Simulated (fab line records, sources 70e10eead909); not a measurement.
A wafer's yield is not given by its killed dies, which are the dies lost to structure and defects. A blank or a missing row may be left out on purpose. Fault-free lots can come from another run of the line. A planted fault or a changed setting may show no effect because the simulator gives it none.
Comparing a struck lot with a sound one ; flow nand_harc ; 29 out of 1302 route steps
Sound: the wafers L944.1, L944.5, L944.6. Wafers L938.3, L938.5, L938.6 were the ones struck. The cause comes at the end.
Each step with rows lists, per side, the tool, then ch with its chambers, then its first start. Under that, the readings that differ: sound wafers ; struck wafers ; difference of the means ; sigmas: that difference in standard deviations of wafers without a fault.
alike: same words and numbers on both sides, and readings whose means sit less than 2 such deviations apart. not compared: any withheld reading, any reading some wafer has no value for, any bound like >300 that may hide the same value, and any number with overlapping values for which the record gives no deviation.
Wherever a step has rows on one side only, a row that says differs or no value, or a row with sigmas, the two part there. Non-overlapping numbers with no deviation appear without sigmas and do not part them. A reading missing from all wafers of one side parts the sides only when that side holds two or more wafers.

first, 1 step without rows for these wafers: NHARC_A_CHANNEL_HOLE_D2_DEVELOP_09 (develop time 35 s).
NHARC_A_CHANNEL_HOLE_D2_CD_MEAS_10: target cd 100 nm.
  sound on cd_sem-01 ch 0, day 19 04:47; struck on cd_sem-01 ch 0, day 16 23:29
  alike: cd_nm
NHARC_A_CHANNEL_HOLE_D2_OVL_MEAS_11:
  sound: overlay-01 at day 19 04:52; struck: overlay-01 at day 16 23:34
  alike: overlay_x_nm, overlay_y_nm
NHARC_A_CHANNEL_HOLE_D2_INSPECT_12:
  sound: defect_inspect-01 at day 19 04:54; struck: defect_inspect-02 at day 16 23:36
reading;sound;struck;difference;sigmas
raw_defect_count;64 54 61;13 8 3;-52;-2
then, 5 steps without rows for these wafers: NHARC_A_CHANNEL_HOLE_D2_DESCUM_15 (chemistry O2, time 3 s); NHARC_A_CHANNEL_HOLE_D2_ETCH_38 (etches the open film in CF4, target depth 39 nm, time 65 s); NHARC_A_CHANNEL_HOLE_D2_ETCH_39 (etches the open film in N2/H2, target depth 260 nm, time 325 s); NHARC_A_CHANNEL_HOLE_D2_ETCH_34 (etches the open film in CF4/CHF3, target depth 154 nm, time 77 s); NHARC_A_CHANNEL_HOLE_D2_ETCH_16 (etches the open film in O2/COS, target depth 3100 nm, time 806 s).
NHARC_A_CHANNEL_HOLE_D2_CD_MEAS_18:
  sound: cd_sem-01 at day 19 06:13; struck: cd_sem-02 at day 17 00:46
  alike: cd_nm
NHARC_A_CHANNEL_HOLE_D2_ETCH_19: etches the open film in C4F8/O2/Ar, time 34.5 s.
  sound on har_etch-01 ch 0,1, day 19 06:17; struck on har_etch-01 ch 0,1, day 17 06:35
  alike: bias_v, c4f8_flow_sccm, drypump_motor_current_A, showerhead_plenum_p_Torr, throttle_valve_pct
  not compared: rf_hours_counter_h
NHARC_A_CHANNEL_HOLE_D2_ETCH_20: etches the open film in C4F8/O2/Ar, time 361.9 s, target depth 1600 nm.
  sound on har_etch-01 ch 0,1, day 19 06:24; struck on har_etch-01 ch 0,1, day 17 06:46
reading;sound;struck;difference;sigmas
throttle_valve_pct (%);32.159 32.182 32.168;32.132 32.154 32.150;-0.024;-3
  alike: c4f8_flow_sccm, chamber_pressure_mTorr, drypump_motor_current_A, showerhead_plenum_p_Torr
  not compared: rf_hours_counter_h
NHARC_A_CHANNEL_HOLE_D2_ETCH_21: etches the open film in C4F8/O2/Ar, time 514.3 s, target depth 1600 nm.
  sound on har_etch-01 ch 0,1, day 19 06:43; struck on har_etch-01 ch 0,1, day 17 07:08
  no value came back on the struck wafers for any of 6 readings (c4f8_flow_sccm (sccm), chamber_pressure_mTorr (mTorr) and others); on the sound wafers c4f8_flow_sccm (sccm) reads 89.59 89.02 89.39
  not compared: rf_hours_counter_h
NHARC_A_CHANNEL_HOLE_D2_ETCH_22: etches the open film in C4F8/O2/Ar, time 666.7 s, target depth 1600 nm.
  sound on har_etch-01 ch 0,1, day 19 07:09; struck on har_etch-01 ch 0,1, day 17 07:37
  alike: c4f8_flow_sccm, chamber_pressure_mTorr, drypump_motor_current_A, showerhead_plenum_p_Torr, throttle_valve_pct
  not compared: rf_hours_counter_h
then, 1 step without rows for these wafers: NHARC_A_CHANNEL_HOLE_D2_ETCH_23 (etches the open film in C4F8/O2/Ar, time 819 s, target depth 1600 nm).
NHARC_A_CHANNEL_HOLE_D2_ETCH_24: etches the open film in C4F8/O2/Ar, time 906.2 s, target depth 1500 nm.
  sound on har_etch-01 ch 0,1, day 19 08:25; struck on har_etch-01 ch 0,1, day 17 08:56
  alike: c4f8_flow_sccm, chamber_pressure_mTorr, drypump_motor_current_A, showerhead_plenum_p_Torr, throttle_valve_pct
  not compared: rf_hours_counter_h
NHARC_A_CHANNEL_HOLE_D2_ETCH_25: etches the open film in C4F8/O2/Ar, time 1040.2 s, target depth 1500 nm.
  sound on har_etch-01 ch 0,1, day 19 09:10; struck on har_etch-01 ch 0,1, day 17 09:44
  alike: c4f8_flow_sccm, chamber_pressure_mTorr, drypump_motor_current_A, showerhead_plenum_p_Torr, throttle_valve_pct
  not compared: rf_hours_counter_h
then, 5 steps without rows for these wafers: NHARC_A_CHANNEL_HOLE_D2_ETCH_26 (etches the open film in C4F8/O2/Ar, time 224.1 s, target depth 300 nm); NHARC_A_CHANNEL_HOLE_D2_ETCH_27 (etches the open film in C4F8/O2/Ar, time 90 s, target depth 400 nm); NHARC_A_CHANNEL_HOLE_D2_STRIP_41 (strips in N2/H2); NHARC_A_CHANNEL_HOLE_D2_STRIP_42 (strips in CF4/CHF3); NHARC_A_CHANNEL_HOLE_D2_STRIP_43 (strips in O2/COS).
NHARC_A_CHANNEL_HOLE_D2_ETCH_44: etches the open film in CF4/O2, target depth 140 nm, overetch 14 nm, time 77 s.
  sound on rie_diel-04 ch 2,3, day 19 11:00; struck on rie_diel-05 ch 0,1,3, day 17 11:17
reading;sound;struck;difference;sigmas
model.A_CHANNEL_HOLE_D2.cd_nm (nm);87.94 89.75 87.09;94.51 98.58 96.53;+8.28;
  alike: bias_w, cf4_flow_sccm, drypump_motor_current_A, oes_ar_750_au, oes_product_au, rf_vpp_V, showerhead_plenum_p_Torr, throttle_valve_pct
  not compared: rf_hours_counter_h
then, 3 steps without rows for these wafers: NHARC_A_CHANNEL_HOLE_D2_STRIP_28 (strips in O2); NHARC_A_CHANNEL_HOLE_D2_PRECLEAN_29 (cleans in SC1); NHARC_A_CHANNEL_HOLE_D2_SRD_30.
NHARC_A_CHANNEL_HOLE_D2_CD_MEAS_31:
  sound: cd_sem-02 at day 19 11:50; struck: cd_sem-02 at day 17 12:05
reading;sound;struck;difference;sigmas
cd_nm (nm);87.6 90.2 86.9;0.5 -0.1 1.1;-87.7;-55
NHARC_A_CHANNEL_HOLE_D2_XSEM_32:
  sound on xsem-02 ch 0, day 19 11:56; struck on xsem-02 ch 0, day 17 12:10
reading;sound;struck;difference;sigmas
bot_cd_nm (nm);72.3 74.4 71.5;0.9 0.5 1.6;-71.7;-42
bow_nm (nm);8.48 8.43 8.45;0.76 0.76 0.76;-7.69;-32
tilt_deg (degrees);0.17 0.17 0.17;0.05 0.05 0.05;-0.12;-3
NHARC_A_CHANNEL_HOLE_D2_INSPECT_40:
  sound: defect_inspect-01 at day 19 12:02; struck: defect_inspect-02 at day 17 12:16
  alike: raw_defect_count

WHERE THEY PART
At NHARC_A_CHANNEL_HOLE_D2_INSPECT_12 first; at NHARC_A_CHANNEL_HOLE_D2_XSEM_32 last (within this record only). Later steps at which nothing parts them and some readings are alike: NHARC_A_CHANNEL_HOLE_D2_INSPECT_40.

WHY: what the simulator had put in
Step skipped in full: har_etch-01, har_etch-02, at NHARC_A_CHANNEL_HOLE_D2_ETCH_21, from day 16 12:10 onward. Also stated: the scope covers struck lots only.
